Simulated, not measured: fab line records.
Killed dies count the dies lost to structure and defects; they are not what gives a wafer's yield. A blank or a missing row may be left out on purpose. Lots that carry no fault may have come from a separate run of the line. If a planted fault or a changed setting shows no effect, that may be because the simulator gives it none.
fab line records ; flow nandHarc
record lots=6; wafers=18; lastDay=25
route steps=1159 shown A_CONTACT@872 END@1159
lots that met no fault: from a run of the same line without faults
startH: hours from the record's first day to the start of the lot's first wafer shown ; waitH: time in hours since the lot's previous step ; " unchanged from the row above ; L1.1+2: a row that stands for several wafers ; - no value, or no start was given ; * or withheld: withheld ; < > ~ a bound
route shown NAME@n: names a module that has steps shown in the file, with the first one's number in the route ; usual: mean/standard deviation of fault-free wafers ; same: alike in all rows ; chamber/n: place in a boat ; sites: each site's reading ; _std_site: the standard deviation of these ; _edge_site: inner sites' mean taken away from outer sites' mean ; radiusMm: how far each site lies from the wafer's centre ; mask NAME#n: copy n ; behind: the tool/chamber that last shaped the wafer ; hold: cause of the lot's hold/its duration in hours/its outcome ; device: which transistor (n, p or np) failed to switch ; end of line: the same wafers' tests at the end of the route ; for a step that has no rows: nothing shown but its recipe ; killed: the dies lost at the first sort to structure and to defects; this is not the yield of the wafer ; map: a wafer's dies, x killed, . not, _ none there
set.NAME: the setting the step ran with; set.NAME@STEP: the setting that earlier step ran with ; model.NAME: the simulator's own value behind a step, which no gauge read
lots at some steps of the route; a table a step, a row a wafer
services: the hour from which a tool's chamber was out of use, counted from the record's first day as startH (under 0 if before that day), plus the number of hours and why
## steps
# step NHARC_A_CONTACT_ETCH_121
# recipe sourceW=withheld; pressureMtorr=20; biasV=3000; timeS=94; targetDepthA=9220; arFlowSccm=withheld; c4f8FlowSccm=withheld; o2FlowSccm=withheld; chemistry=C4F8/O2/Ar
lot.wafer;tool;chamber;startH;waitH;rfHoursCounterH
L852.2;harCapEtch-03;1;374.22;0.1;85
L852.4;harCapEtch-03;1;374.22;0.1;-
L852.5;harCapEtch-03;0;374.22;0.1;-
L851.2;harCapEtch-03;1;380.25;0.1;87
L851.1;harCapEtch-03;0;380.25;0.1;87
L851.6;harCapEtch-03;0;380.25;0.1;-
L860.2;harCapEtch-03;0;428.94;0.1;95
L860.4;harCapEtch-03;1;428.94;0.1;-
L860.5;harCapEtch-03;0;428.94;0.1;-
L861.1;harCapEtch-02;0;444.01;0.1;21
L861.2;harCapEtch-02;1;444.01;0.1;21
L861.5;harCapEtch-02;1;444.01;0.1;-
L865.3;harCapEtch-01;0;454.82;0.1;-
L865.4;harCapEtch-01;1;454.82;0.1;-
L865.6;harCapEtch-01;1;454.82;0.1;-
L870.2;harCapEtch-02;1;482.11;0.1;29
L870.3;harCapEtch-02;1;482.11;0.1;-
L870.5;harCapEtch-02;1;482.11;0.1;-
# step NHARC_A_CONTACT_ETCH_122
# recipe sourceW=withheld; pressureMtorr=20; biasV=3000; timeS=95; targetDepthA=9300; arFlowSccm=withheld; c4f8FlowSccm=withheld; o2FlowSccm=withheld; chemistry=C4F8/O2/Ar
# step NHARC_A_CONTACT_ETCH_123
# recipe sourceW=withheld; pressureMtorr=20; biasV=400; timeS=253; targetDepthA=10900; arFlowSccm=withheld; c4f8FlowSccm=11.5; o2FlowSccm=7.2; chemistry=C4F8/O2/Ar
# step NHARC_A_CONTACT_ETCH_90
# recipe targetDepthA=400; overEtchFrac=0.5; timeS=85.7; ionEnergyEv=120; ch3fFlowSccm=50; o2FlowSccm=30; arFlowSccm=200; rfW=500; biasW=100; chemistry=CH3F/O2
# step NHARC_A_CONTACT_ETCH_96
# recipe targetDepthA=200; overEtchFrac=0.5; timeS=10; ionEnergyEv=250; c4f6FlowSccm=25; o2FlowSccm=20; arFlowSccm=500; rfW=600; biasW=500; chemistry=C4F6/O2
# usual drypumpMotorCurrentA=5.8/0.5; mfcArSccm=499.9/1.3; oesProductAu=0.975/0.028; rfVppV=546.9/2.9; showerheadPlenumPTorr=3.93/0.14; throttleValvePct=26.904/0.0092
# same overEtchFrac=0.5
lot.wafer;tool;chamber;startH;waitH;drypumpMotorCurrentA;mfcArSccm;oesProductAu;rfHoursCounterH;rfVppV;showerheadPlenumPTorr;throttleValvePct
L852.4;rieDiel-13;1;-;-;5.2;500.4;0.951;16;549.4;3.98;26.895
L852.2;rieDiel-13;2;-;-;6.0;499.4;0.951;14;542.9;3.74;26.902
L852.5;rieDiel-13;1;-;-;5.2;501.3;0.961;-;545.7;3.98;26.885
L851.1;rieDiel-13;2;-;-;6.1;497.3;1.027;16;542.9;3.74;26.889
L851.2;rieDiel-13;0;-;-;5.6;499.9;1.000;19;547.3;3.92;26.888
L851.6;rieDiel-13;3;-;-;6.2;501.7;1.003;-;550.3;4.06;26.899
L860.2;rieDiel-07;2;-;-;6.0;499.4;1.000;4;549.1;4.07;26.907
L860.4;rieDiel-07;3;-;-;5.6;502.3;1.004;4;551.3;4.16;26.905
L860.5;rieDiel-07;2;-;-;6.0;499.3;0.992;-;550.7;4.07;26.892
L861.2;rieDiel-07;1;445.15;0.3;4.8;500.4;0.955;8;544.6;3.79;26.897
L861.1;rieDiel-07;0;445.15;0.3;6.7;500.6;0.975;8;542.8;3.76;26.885
L861.5;rieDiel-07;3;445.15;0.3;5.6;498.3;0.973;-;551.8;4.16;26.907
L865.3;rieDiel-07;0;455.76;0.1;6.7;501.2;0.960;10;544.7;3.76;26.905
L865.4;rieDiel-07;3;455.76;0.1;5.6;501.4;0.957;-;550.9;4.16;26.889
L865.6;rieDiel-07;0;455.76;0.1;6.7;501.6;0.951;-;544.0;3.76;26.888
L870.2;rieDiel-13;3;-;-;6.2;501.1;1.014;5;552.3;4.04;26.908
L870.3;rieDiel-13;1;-;-;5.2;499.7;1.017;5;548.0;3.97;26.893
L870.5;rieDiel-13;3;-;-;6.2;502.2;1.006;-;549.9;4.04;26.918
# step NHARC_A_CONTACT_CD_MEAS_53
# usual cdNm=189.5/0.82
lot.wafer;tool;chamber;startH;waitH;cdNm
L852.2;cdSem-03;-;375.48;-;189.3
L852.4;cdSem-03;-;375.48;-;188.1
L852.5;cdSem-03;-;375.48;-;188.7
L851.1;cdSem-01;-;381.24;-;189.1
L851.2;cdSem-01;-;381.24;-;189.2
L851.6;cdSem-01;-;381.24;-;188.6
L860.2;cdSem-02;-;429.93;-;190.0
L860.4;cdSem-02;-;429.93;-;189.6
L860.5;cdSem-02;-;429.93;-;189.9
L861.1;cdSem-01;-;445.24;-;190.7
L861.2;cdSem-01;-;445.24;-;189.8
L861.5;cdSem-01;-;445.24;-;190.0
L865.3;cdSem-03;-;455.84;-;190.1
L865.4;cdSem-03;-;455.84;-;190.2
L865.6;cdSem-03;-;455.84;-;189.2
L870.2;cdSem-02;-;483.11;-;189.8
L870.3;cdSem-02;-;483.11;-;188.7
L870.5;cdSem-02;-;483.11;-;188.7
# step NHARC_A_CONTACT_STRIP_99
# recipe n2FlowSccm=150; h2FlowSccm=150; arFlowSccm=0; biasW=0; chemistry=N2/H2
# step NHARC_A_CONTACT_STRIP_100
# recipe cf4FlowSccm=100; chf3FlowSccm=30; arFlowSccm=0; biasW=0; chemistry=CF4/CHF3
# step NHARC_A_CONTACT_STRIP_101
# recipe o2FlowSccm=400; cosFlowSccm=20; arFlowSccm=0; biasW=0; chemistry=O2/COS
# step NHARC_A_CONTACT_ETCH_102
# recipe targetDepthA=700; overetchA=70; timeS=38.5; ionEnergyEv=100; cf4FlowSccm=80; o2FlowSccm=20; arFlowSccm=0; rfW=300; biasW=100; chemistry=CF4/O2
# step NHARC_A_CONTACT_STRIP_55
# recipe o2FlowSccm=500; arFlowSccm=0; biasW=0; chemistry=O2
# usual drypumpMotorCurrentA=5.8/0.49; mfcArSccm=0.008/0.009; oesProductAu=1.007/0.013; rfVppV=57.8/0.91; showerheadPlenumPTorr=3.55/0.12; throttleValvePct=17.037/0.0091
lot.wafer;tool;chamber;startH;waitH;drypumpMotorCurrentA;mfcArSccm;oesProductAu;rfHoursCounterH;rfVppV;showerheadPlenumPTorr;throttleValvePct
L852.2;rieDiel-07;2;-;-;6.0;0.003;1.014;49;58.0;3.67;17.028
L852.5;rieDiel-07;2;-;-;6.0;0.003;1.009;-;59.2;3.67;17.046
L852.4;rieDiel-07;0;-;-;6.7;0.011;1.002;-;56.0;3.39;17.058
L851.2;rieDiel-11;3;-;-;6.6;0;1.025;3;58.8;3.60;17.026
L851.1;rieDiel-11;0;-;-;5.9;0.019;0.999;4;59.3;3.55;17.034
L851.6;rieDiel-11;0;-;-;5.8;0.019;1.010;-;56.2;3.55;17.041
L860.2;rieDiel-13;3;-;-;6.2;0.011;1.010;27;58.3;3.65;17.030
L860.4;rieDiel-13;1;-;-;5.2;0.020;1.029;29;58.8;3.58;17.044
L860.5;rieDiel-13;3;-;-;6.2;0.011;1.010;-;56.7;3.65;17.043
L861.1;rieDiel-11;0;-;-;5.8;0.019;1.007;29;58.2;3.54;17.029
L861.2;rieDiel-11;2;-;-;5.5;0;1.008;28;59.2;3.79;17.043
L861.5;rieDiel-11;3;-;-;6.6;0;1.017;-;57.5;3.59;17.027
L865.4;rieDiel-11;0;-;-;5.8;0.019;0.999;32;57.5;3.54;17.031
L865.3;rieDiel-11;2;-;-;5.5;0;1.007;30;59.5;3.79;17.043
L865.6;rieDiel-11;0;-;-;5.8;0.019;1.003;-;57.4;3.54;17.043
L870.3;rieDiel-11;0;-;-;5.8;0.019;1.004;46;58.5;3.53;17.038
L870.2;rieDiel-11;2;-;-;5.5;0;1.014;44;58.8;3.78;17.034
L870.5;rieDiel-11;3;-;-;6.6;0;1.002;-;57.2;3.58;17.032
# step NHARC_A_CONTACT_STRIP_56
# recipe timeS=600; tempC=30; chemistry=postEtchResidueRemover
# step NHARC_A_CONTACT_DEP_57
# recipe targetThkA=28000; tempC=400; material=aC
# usual susceptorTempC=399.93/0.21; throttleValvePct=34.999/0.0095
lot.wafer;tool;chamber;startH;waitH;susceptorTempC;throttleValvePct
L852.2;aclDep-01;0;376.79;-;-;35.007
L852.4;aclDep-01;0;376.79;-;-;35.001
L852.5;aclDep-01;0;376.79;-;-;35.005
L851.1;aclDep-03;0;382.74;-;400.05;34.993
L851.2;aclDep-03;0;382.74;-;400.16;35.000
L851.6;aclDep-03;0;384.20;-;400.23;35.007
L860.2;aclDep-01;0;431.71;-;399.93;34.997
L860.4;aclDep-01;0;431.71;-;400.06;34.998
L860.5;aclDep-01;0;431.71;-;400.22;34.992
L861.1;aclDep-01;0;447.42;-;400.15;35.007
L861.2;aclDep-01;0;447.42;-;399.75;35.014
L861.5;aclDep-01;0;447.42;-;399.94;34.998
L865.3;aclDep-02;0;457.57;-;399.77;35.011
L865.4;aclDep-02;0;457.57;-;399.47;35.000
L865.6;aclDep-02;0;457.57;-;399.55;34.998
L870.2;aclDep-02;0;490.51;-;-;34.996
L870.3;aclDep-02;0;490.51;-;-;35.013
L870.5;aclDep-02;0;490.51;-;-;35.003
# step NHARC_A_CONTACT_DEP_58
# recipe targetThkA=600; targetThkNm=60; tempC=400; pressureTorr=3.5; flowSccm=200; rfW=350; material=SiON
# step NHARC_A_CONTACT_DEHYDRATE_59
# recipe tempC=150; timeS=120
# step NHARC_A_CONTACT_HMDS_60
# recipe timeS=30
# step NHARC_A_CONTACT_COAT_61
# recipe tempC=260; timeS=75
# step NHARC_A_CONTACT_COAT_62
# recipe tempC=225; timeS=65
# step NHARC_A_CONTACT_COAT_63
# recipe spinRpm=1500; resistThkNm=90
# step NHARC_A_CONTACT_SOFTBAKE_64
# recipe tempC=105; timeS=55
# step NHARC_A_CONTACT_EBR_65
# step NHARC_A_CONTACT_EXPOSE_66
# recipe na=1.35; sigmaOuter=0.8; doseMj=59.02; maskId=A_CC_2
# step NHARC_A_CONTACT_PEB_67
# recipe pebTempC=100; pebTimeS=65
# step NHARC_A_CONTACT_DEVELOP_68
# recipe developTimeS=35; devTempC=23
# step NHARC_A_CONTACT_CD_MEAS_69
# recipe targetCdNm=200; landingEnergyEv=500
# usual cdNm=200.4/0.6
lot.wafer;tool;chamber;startH;waitH;cdNm
L852.2;cdSem-02;0;378.99;-;200.5
L852.4;cdSem-02;0;378.99;-;200.5
L852.5;cdSem-02;0;378.99;-;200.8
L851.1;cdSem-01;0;385.39;-;200.9
L851.2;cdSem-01;0;385.39;-;200.5
L851.6;cdSem-01;0;385.39;-;200.1
L860.2;cdSem-03;0;433.90;-;199.6
L860.4;cdSem-03;0;433.90;-;199.1
L860.5;cdSem-03;0;433.90;-;199.3
L861.1;cdSem-01;0;450.01;-;200.2
L861.2;cdSem-01;0;450.01;-;201.5
L861.5;cdSem-01;0;450.01;-;200.9
L865.3;cdSem-01;0;459.47;-;200.7
L865.4;cdSem-01;0;459.47;-;200.1
L865.6;cdSem-01;0;459.47;-;201.4
L870.2;cdSem-01;0;492.55;-;201.0
L870.3;cdSem-01;0;492.55;-;199.7
L870.5;cdSem-01;0;492.55;-;201.0
# step NHARC_A_CONTACT_OVL_MEAS_70
# usual overlayXNm=0.2/0.9; overlayYNm=0.1/0.85
lot.wafer;tool;chamber;startH;waitH;overlayXNm;overlayYNm
L852.2;overlay-01;-;379.07;-;-0.8;-0.3
L852.4;overlay-01;-;379.07;-;-0.8;-0.2
L852.5;overlay-01;-;379.07;-;-1.0;0.1
L851.1;overlay-01;-;385.48;-;1.0;-2.2
L851.2;overlay-01;-;385.48;-;0.8;-2.4
L851.6;overlay-01;-;385.48;-;0.9;-2.1
L860.2;overlay-02;-;433.98;-;-0.8;-1.0
L860.4;overlay-02;-;433.98;-;-0.4;-0.4
L860.5;overlay-02;-;433.98;-;-0.3;-0.4
L861.1;overlay-01;-;450.10;-;0.4;1.2
L861.2;overlay-01;-;450.10;-;0.0;1.2
L861.5;overlay-01;-;450.10;-;0.0;1.4
L865.3;overlay-02;-;459.55;-;2.0;-0.9
L865.4;overlay-02;-;459.55;-;1.7;-0.2
L865.6;overlay-02;-;459.55;-;1.8;-0.2
L870.2;overlay-01;-;492.64;-;0.1;-1.1
L870.3;overlay-01;-;492.64;-;0.3;-1.3
L870.5;overlay-01;-;492.64;-;-0.1;-0.9
# step NHARC_A_CONTACT_INSPECT_71
# usual rawDefectCount=27/14
lot.wafer;tool;chamber;startH;waitH;rawDefectCount
L852.2;defectInspect-02;-;379.11;0.0;9
L852.4;defectInspect-02;-;379.11;0.0;6
L852.5;defectInspect-02;-;379.11;0.0;7
L851.1;defectInspect-01;-;385.52;0.0;26
L851.2;defectInspect-01;-;385.52;0.0;31
L851.6;defectInspect-01;-;385.52;0.0;44
L860.2;defectInspect-02;-;434.02;0.0;46
L860.4;defectInspect-02;-;434.02;0.0;42
L860.5;defectInspect-02;-;434.02;0.0;39
L861.1;defectInspect-02;-;450.14;0.0;53
L861.2;defectInspect-02;-;450.14;0.0;41
L861.5;defectInspect-02;-;450.14;0.0;41
L865.3;defectInspect-01;-;459.59;0.0;32
L865.4;defectInspect-01;-;459.59;0.0;32
L865.6;defectInspect-01;-;459.59;0.0;30
L870.2;defectInspect-01;-;492.68;0.0;14
L870.3;defectInspect-01;-;492.68;0.0;14
L870.5;defectInspect-01;-;492.68;0.0;12
# step NHARC_A_CONTACT_DESCUM_74
# recipe timeS=3; o2FlowSccm=200; arFlowSccm=0; biasPowerW=0; chemistry=O2
# step NHARC_A_CONTACT_ETCH_75
# recipe targetDepthA=390; overEtchFrac=0.3; timeS=65; ionEnergyEv=80; cf4FlowSccm=150; arFlowSccm=0; rfW=300; biasW=100; chemistry=CF4
# step NHARC_A_CONTACT_ETCH_76
# recipe targetDepthA=2600; overEtchFrac=0.3; timeS=475.3; ionEnergyEv=200; n2FlowSccm=150; h2FlowSccm=150; arFlowSccm=0; rfW=400; biasW=150; chemistry=N2/H2
# step NHARC_A_CONTACT_ETCH_77
# recipe targetDepthA=726; timeS=36.3; cf4FlowSccm=100; chf3FlowSccm=30; arFlowSccm=0; rfW=500; biasW=200; chemistry=CF4/CHF3
# step NHARC_A_CONTACT_ETCH_78
# recipe targetDepthA=28000; overEtchFrac=0.3; timeS=728; ionEnergyEv=150; o2FlowSccm=400; cosFlowSccm=20; arFlowSccm=0; rfW=500; biasW=300; chemistry=O2/COS
# step NHARC_A_CONTACT_ETCH_124
# recipe sourceW=withheld; pressureMtorr=20; biasV=withheld; timeS=140; targetDepthA=7000; arFlowSccm=withheld; c4f8FlowSccm=withheld; o2FlowSccm=withheld; chemistry=C4F8/O2/Ar
# step NHARC_A_CONTACT_ETCH_125
# recipe sourceW=withheld; pressureMtorr=20; biasV=1200; timeS=155; targetDepthA=9560; arFlowSccm=withheld; c4f8FlowSccm=withheld; o2FlowSccm=withheld; chemistry=C4F8/O2/Ar
# step NHARC_A_CONTACT_ETCH_126
# recipe sourceW=withheld; pressureMtorr=20; biasV=1200; timeS=155; targetDepthA=9560; arFlowSccm=withheld; c4f8FlowSccm=withheld; o2FlowSccm=withheld; chemistry=C4F8/O2/Ar
# step NHARC_A_CONTACT_ETCH_127
# recipe sourceW=withheld; pressureMtorr=20; biasV=1200; timeS=155; targetDepthA=9560; arFlowSccm=withheld; c4f8FlowSccm=withheld; o2FlowSccm=withheld; chemistry=C4F8/O2/Ar
# step NHARC_A_CONTACT_ETCH_128
# recipe sourceW=withheld; pressureMtorr=20; biasV=1200; timeS=155; targetDepthA=9560; arFlowSccm=withheld; c4f8FlowSccm=withheld; o2FlowSccm=withheld; chemistry=C4F8/O2/Ar
# step NHARC_A_CONTACT_ETCH_129
# recipe sourceW=withheld; pressureMtorr=20; biasV=1200; timeS=155; targetDepthA=9560; arFlowSccm=withheld; c4f8FlowSccm=withheld; o2FlowSccm=withheld; chemistry=C4F8/O2/Ar
lot.wafer;tool;chamber;startH;waitH;rfHoursCounterH
L852.2;harCapEtch-01;1;381.06;0.1;57
L852.4;harCapEtch-01;1;381.06;0.1;-
L852.5;harCapEtch-01;1;381.06;0.1;-
L851.1;harCapEtch-01;0;387.70;0.1;58
L851.2;harCapEtch-01;1;387.70;0.1;58
L851.6;harCapEtch-01;1;387.70;0.1;-
L860.2;harCapEtch-03;0;436.33;0.1;97
L860.4;harCapEtch-03;1;436.33;0.1;-
L860.5;harCapEtch-03;1;436.33;0.1;-
L861.1;harCapEtch-03;0;452.25;0.1;101
L861.2;harCapEtch-03;1;452.25;0.1;101
L861.5;harCapEtch-03;1;452.25;0.1;-
L865.4;harCapEtch-02;1;462.63;0.1;-
L865.3;harCapEtch-02;0;462.63;0.1;-
L865.6;harCapEtch-02;1;462.63;0.1;-
L870.2;harCapEtch-02;1;494.71;0.1;30
L870.3;harCapEtch-02;1;494.71;0.1;-
L870.5;harCapEtch-02;0;494.71;0.1;-
# step NHARC_A_CONTACT_ETCH_130
# recipe sourceW=withheld; pressureMtorr=20; biasV=1200; timeS=155; targetDepthA=9560; arFlowSccm=withheld; c4f8FlowSccm=withheld; o2FlowSccm=withheld; chemistry=C4F8/O2/Ar
# step NHARC_A_CONTACT_ETCH_131
# recipe sourceW=withheld; pressureMtorr=20; biasV=1200; timeS=155; targetDepthA=9560; arFlowSccm=withheld; c4f8FlowSccm=withheld; o2FlowSccm=withheld; chemistry=C4F8/O2/Ar
lot.wafer;tool;chamber;startH;waitH;rfHoursCounterH
L852.2;harCapEtch-01;1;381.34;0.1;57
L852.4;harCapEtch-01;1;381.34;0.1;-
L852.5;harCapEtch-01;1;381.34;0.1;-
L851.1;harCapEtch-01;0;387.98;0.1;58
L851.2;harCapEtch-01;1;387.98;0.1;58
L851.6;harCapEtch-01;1;387.98;0.1;-
L860.2;harCapEtch-03;0;436.61;0.1;98
L860.4;harCapEtch-03;1;436.61;0.1;-
L860.5;harCapEtch-03;1;436.61;0.1;-
L861.1;harCapEtch-03;0;452.53;0.1;101
L861.2;harCapEtch-03;1;452.53;0.1;101
L861.5;harCapEtch-03;1;452.53;0.1;-
L865.4;harCapEtch-02;1;462.92;0.1;-
L865.3;harCapEtch-02;0;462.92;0.1;-
L865.6;harCapEtch-02;1;462.92;0.1;-
L870.2;harCapEtch-02;1;494.99;0.1;30
L870.3;harCapEtch-02;1;494.99;0.1;-
L870.5;harCapEtch-02;0;494.99;0.1;-
# step NHARC_A_CONTACT_ETCH_132
# recipe sourceW=withheld; pressureMtorr=20; biasV=1200; timeS=156; targetDepthA=9580; arFlowSccm=withheld; c4f8FlowSccm=withheld; o2FlowSccm=withheld; chemistry=C4F8/O2/Ar
# step NHARC_A_CONTACT_ETCH_133
# recipe sourceW=withheld; pressureMtorr=20; biasV=400; timeS=195; targetDepthA=8400; arFlowSccm=withheld; c4f8FlowSccm=11.5; o2FlowSccm=7.2; chemistry=C4F8/O2/Ar
# step NHARC_END_SORT_01
# recipe tempC=25
# usual killedAtArray=27/12; killedAtOther=0.9/1.1; killedAtPeriphery=3.2/2.4; killedDies=31/12; killedOpen=3.3/1.7; killedShort=2.0/1.6
# same grossDies=677
lot.wafer;tool;chamber;startH;waitH;killedAtArray;killedAtOther;killedAtPeriphery;killedDies;killedOpen;killedShort
L860.4;prober-02;0;573.65;3.4;642;1;1;644;2;1
L860.5;prober-02;0;574.44;3.7;641;1;6;648;5;1
L861.2;prober-02;0;579.82;2.8;40;0;5;45;1;3
L861.5;prober-02;0;582.25;3.7;662;0;1;663;5;0
# killed by level:class
L860.4 A_CONTACT:areaDep=601 A_CHANNEL_HOLE_D1:chamberFilmFlake=16 A_SLIT:chamberFilmFlake=15 A_STAIRCASE:chamberFilmFlake=3 A_CONTACT:chamberFilmFlake=3 A_WL_FILL:geometricParticle:short=1 A_WL_FILL:geometricParticle:open=1 A_CONTACT:geometricParticle:open=1
L860.5 A_CONTACT:areaDep=602 A_CHANNEL_HOLE_D1:chamberFilmFlake=15 A_SLIT:chamberFilmFlake=12 A_CONTACT:chamberFilmFlake=5 P_ZERO_WELL:chamberFilmFlake=3 A_CONTACT:geometricParticle:open=2 A_STAIRCASE:chamberFilmFlake=2 P_CONTACT:geometricParticle:short=1
L861.2 A_CHANNEL_HOLE_D1:chamberFilmFlake=19 A_SLIT:chamberFilmFlake=10 A_STAIRCASE:chamberFilmFlake=6 P_GATE:chamberFilmFlake=3 A_ONON_D1:geometricParticle:short=2 P_M1:geometricParticle:open=1 A_CHANNEL_FILL_D1:geometricParticle:short=1 P_M2:chamberFilmFlake=1
L861.5 A_CONTACT:areaDep=624 A_CHANNEL_HOLE_D1:chamberFilmFlake=20 A_SLIT:chamberFilmFlake=10 A_STAIRCASE:chamberFilmFlake=4 A_CONTACT:geometricParticle:open=3 P_M1:geometricParticle:open=1 A_M0:geometricParticle:open=1
# map L860.5 (x killed, . not)
____________.____________
_________xxxxxxx_________
_______.xxxxxxxxxx_______
______xxx.xxxxxxxxx______
_____xxxxxxxxxxxxxx._____
____xxxxxxxxxxxxxxxxx____
____xxxxxxxxxxxxxxxxx____
___.xxxxxxxxxxxxxxxxxx___
___.xxxxxxxxxxxxxxxxxx___
__xxxxxxxxxxxxxxxxxxxxx__
__xxxxxxxxxxxxxxxxxxxxx__
_.xxxxxxxxxxxxxxxxxxxxxx_
_x.xxxxxxxxxxxxxxxxxxxxx_
_xxxxxxxxxxxxxxxxxxxxxxx_
_xxxxxxxxxxxxxxxxxxxxxxx_
_xxxxxxxxxxxxxxxxxxxxxxx_
.xxxxxxxxxxxxxxxxxxxxxxxx
.xxxxxxxxxxxxxxxxxxxxxxx.
xxxxxxxxxxxxxxxxxxxxxxx.x
xxxxxxxxxxxxxxxxxxxxxxxxx
.xxxxxxxxxxxxxxxxxxxxxxxx
_xxxxxxxxxxxxxxxxxxxxxxx_
_xxxxxxxxxxxxxxxxxxxxxxx_
_xxxxxxxxxxxxxxxxxxxxxxx_
_xxxxxxxxxxxxxxxxxxxxxx._
_xxxxxxxxxxxxxxxxxxxxxxx_
__xxxxxxxxxxxxxxxxxxxxx__
__.xxxxxxxxxxxxxxxxxxxx__
___xxxxxxxxxxxxxxxxxxx___
___xxxxxxxxxxxxxxxxxx.___
____.xxxxxxxxxxxxxxxx____
____.xxxxxxxxxxxxxxxx____
_____x.xxxxxxxxxxxxx_____
______x.xxxxxxx...x______
_______xxxx.xxxxx._______
_________...x.xx_________
____________x____________
# map L861.5 (x killed, . not)
____________x____________
_________xxxxxx._________
_______xxxxxxxxxxx_______
______xxxxxxxxxxxxx______
_____xxxxxxxxxxxxxxx_____
____xxxxxxxxxxxxxxxxx____
____xxxxxxxxxxxxxxxxx____
___xxxxxxxxxxxxxxxxxxx___
___xxxxxxxxxxxxxxxxxxx___
__xxxxxxxxxxxxxxxxxxxxx__
__xxxxxxxxxxxxxxxxxxxxx__
_xxxxxxxxxxxxxxxxxxxxxxx_
_xxxxxxxxxxxxxxxxxxxxxxx_
_xxxxxxxxxxxxxxxxxxxxxxx_
_xxxxxxxxxxxxxxxxxxxxxxx_
_xxxxxxxxxxxxxxxxxxxxxxx_
xxxxxxxxxxxxxxxxxxxxxxxxx
xxxxxxxxxxxxxxxxxxxxxxxxx
..xxxxxxxxxxxxxxxxxxxxxxx
xxxxxxxxxxxxxxxxxxxxxxxxx
xxxxxxxxxxxxxxxxxxxxxxxx.
_xxxxxxxxxxxxxxxxxxxxxx._
_xxxxxxxxxxxxxxxxxxxxxxx_
_xxxxxxxxxxxxxxxxxxxxxx._
_xxxxxxxxxxxxxxxxxxxxxxx_
_xxxxxxxxxxxxxxxxxxxxxxx_
__xxxxxxxxxxxxxxxxxxx..__
__xxxxxxxxxxxxxxxxxxxxx__
___xxxxxxxxxxxxxxxx.xx___
___xxxxxxxxxxxxxxxxxxx___
____xxxxxxxxxxxxxxxxx____
____xx.xxxxxxxxxxxxxx____
_____xxxx.xxxxxxxxx._____
______xxxxxxxxxxxxx______
_______xxxx.xxxxxx_______
_________xxxxxx._________
____________x____________
## services
tool;chamber;startH;hours;kind
rieDiel-13;2;353.43;10.8;repair
rieDiel-11;0;353.65;4.1;repair
rieDiel-13;0;358.51;-;clean
rieDiel-13;1;358.51;-;clean
rieDiel-13;3;358.51;-;clean
rieDiel-07;0;360.33;-;clean
rieDiel-07;1;360.33;-;clean
rieDiel-07;2;360.33;-;clean
rieDiel-07;3;360.33;-;clean
rieDiel-13;3;363.34;4.3;repair
rieDiel-11;-;366.67;9.0;pm
rieDiel-11;0;366.67;9.0;ventCycle
rieDiel-11;1;366.67;9.0;ventCycle
rieDiel-11;2;366.67;9.0;ventCycle
rieDiel-11;3;366.67;9.0;ventCycle
rieDiel-07;3;371.03;30.2;repair
rieDiel-11;0;375.67;-;clean
rieDiel-07;-;405.26;9.0;pm
aclDep-03;-;406.25;13.0;pm
harCapEtch-01;-;411.28;0.1;repair
rieDiel-07;2;443.45;30.7;repair
rieDiel-07;0;448.96;4.0;repair
rieDiel-13;-;453.00;9.0;pm
aclDep-01;-;475.99;13.0;pm
## key
firstSign step=NHARC_END_SORT_01; reading=killedAtArray; direction=up; sigmas=54; usual=27; struck=648
effect step=NHARC_END_SORT_01; reading=killedDies; direction=up; sigmas=53; usual=31; struck=652
moreKillsBornAt NHARC_A_CONTACT_DEP_57@aclDep-01=1827
metAt NHARC_A_CONTACT_DEP_57
struckWafers L860.4,L860.5,L861.5
laterRowsLeftOut L860.4,L860.5,L861.5
testerLeftOut L860,L861
onsetBetween 376.79 431.71
fault kind=processParameterDrift; tool=aclDep-01; chamber=-; onsetH=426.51; steps=NHARC_A_CONTACT_DEP_57; channel=targetThkA; offset=*; shape=step; endH=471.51; scope=struckWafersOnly; actsIn=*; stated=*
# testerLeftOut: of these lots the tester's yield and bins aren't shown, on N5 and GAA mostly nor the transistor test; their killed dies are dies lost to structure and defects alone, not to doping, threshold or leakage, so they don't give the yield
# laterRowsLeftOut: the simulator's readings of these wafers behind a module that went badly wrong aren't trusted and aren't shown, but for the sort
